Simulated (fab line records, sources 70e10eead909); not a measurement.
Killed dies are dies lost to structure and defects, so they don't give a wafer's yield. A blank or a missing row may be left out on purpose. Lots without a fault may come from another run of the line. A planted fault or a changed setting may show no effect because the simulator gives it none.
Which tool did it? | flow nand_harc | 11 lots, 33 wafers sampled, at 2 steps of a route of 1302

WHAT THE GAUGES READ, wafer by wafer
NHARC_P_GATE_CD_MEAS_26: target cd 120 nm.
lot  | measured     | on        | cd_nm (nm)
L120 | day 5 03:08  | cd_sem-03 | 119.5 119.7 120.5
L121 | day 5 15:10  | cd_sem-01 | 119.6 119.7 119.9
L124 | day 7 04:33  | cd_sem-02 | 120.0 119.7 119.6
L126 | day 7 22:41  | cd_sem-01 | 120.5 120.1 119.7
L127 | day 8 12:56  | cd_sem-03 | 115.1 115.0 115.3 115.1 115.0 115.5
L137 | day 11 23:13 | cd_sem-03 | 120.1 119.2 120.7
L138 | day 12 16:19 | cd_sem-01 | 120.3 120.0 120.1
L139 | day 12 19:53 | cd_sem-02 | 120.7 121.6 120.8
L140 | day 13 03:12 | cd_sem-02 | 119.2 120.4 119.7
L141 | day 14 05:41 | cd_sem-02 | 120.3 121.0 121.1
L142 | day 14 10:26 | cd_sem-02 | 119.1 120.0 120.1

WHICH TOOL RAN EACH LOT (tool, then ch and the chambers of the sampled wafers, then the start)
lot  | NHARC_P_GATE_EXPOSE_23
L120 | arfi_scanner-03 ch 0, day 5 02:59
L121 | arfi_scanner-02 ch 0, day 5 15:01
L124 | arfi_scanner-02 ch 0, day 7 04:25
L126 | arfi_scanner-01 ch 0, day 7 22:32
L127 | arfi_scanner-03 ch 0, day 8 12:48
L137 | arfi_scanner-02 ch 0, day 11 23:05
L138 | arfi_scanner-03 ch 0, day 12 16:11
L139 | arfi_scanner-02 ch 0, day 12 19:44
L140 | arfi_scanner-01 ch 0, day 13 03:04
L141 | arfi_scanner-03 ch 0, day 14 05:32
L142 | arfi_scanner-03 ch 0, day 14 10:17
- NHARC_P_GATE_EXPOSE_23: exposes mask P GATE, target cd 120 nm.

THE ANSWER, worked out from the rows above alone
Rule: what is usual is taken from the lots themselves. Put in order of their means at a reading, lots are off if they are a third of the lots or fewer, leave a main group of 4 or more, and stand apart from it by a gap of 3 or more times the standard deviation of the main group's means; of several such gaps the widest counts. A main group whose means are all the same, to the digits that the tables above print for the reading, isn't used. A lot without any number at a reading at which 4 lots or more have one is off too. The other lots that the step has rows for count as sound.
Off: L127, at NHARC_P_GATE_CD_MEAS_26 (cd_nm). The main group: mean 120.1 nm, standard deviation 0.44.
A tool fits if, at a process step before that reading, it ran every lot that is off, and no sound lot after the first of them. The gauges at NHARC_P_GATE_CD_MEAS_26 are tried like those tools. None of those tried fits.

WHAT THE SIMULATOR HAD PUT IN
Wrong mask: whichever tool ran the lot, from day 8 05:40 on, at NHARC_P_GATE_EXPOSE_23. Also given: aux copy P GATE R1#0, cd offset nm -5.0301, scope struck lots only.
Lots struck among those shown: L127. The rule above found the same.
